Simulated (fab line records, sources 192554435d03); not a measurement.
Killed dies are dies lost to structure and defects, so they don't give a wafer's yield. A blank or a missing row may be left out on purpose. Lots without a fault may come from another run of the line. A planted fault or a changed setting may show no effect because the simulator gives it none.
Chamber matching | flow n5_finfet | N5_BEOL_M7_CURE_75 on uv_cure-01: 3 sister chambers
The step cures SiCOH lowk, time 120 s. 3 wafers are shown with their chamber, then 9 later ones without.

WAFERS WITH THEIR CHAMBER
wafer  | chamber | lamp_power_pct (%)
L090.5 | 0       | 52.34
L091.6 | 1       | 52.28
L093.6 | 2       | 52.28

WAFERS WITHOUT THEIR CHAMBER
wafer  | lamp_power_pct (%)
L094.1 | 52.19
L094.2 | 52.40
L094.5 | 52.35
L095.2 | 52.27
L095.5 | 52.36
L095.6 | 52.26
L097.2 | 52.25
L097.3 | 52.29
L097.6 | 52.30

WHICH CHAMBER EACH WENT THROUGH
wafer  | from the rows above          | in truth
L094.1 | can't be placed: 1 or 2 or 0 | 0
L094.2 | can't be placed: 0 or 1 or 2 | 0
L094.5 | can't be placed: 0 or 1 or 2 | 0
L095.2 | can't be placed: 1 or 2 or 0 | 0
L095.5 | can't be placed: 0 or 1 or 2 | 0
L095.6 | can't be placed: 1 or 2 or 0 | 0
L097.2 | can't be placed: 1 or 2 or 0 | 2
L097.3 | can't be placed: 1 or 2 or 0 | 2
L097.6 | can't be placed: 1 or 2 or 0 | 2
Placed correctly: 0 of 9. Can't be placed from these rows: 9 (the true chamber is among the candidates in 9). Placed wrongly: 0.
How it was worked out, from the rows above alone: a wafer's distance from a chamber is the root of the sum, over the readings, of the square of ((its reading less the chamber's mean) divided by the reading's scatter). The wafer belongs to the nearest chamber; if the next one is less than 2 further off, it can't be placed. A chamber's mean is the mean of its shown wafers. The scatter: with one shown wafer a chamber, the root of the mean of the squares of how far each hidden wafer lies from its nearest shown one.
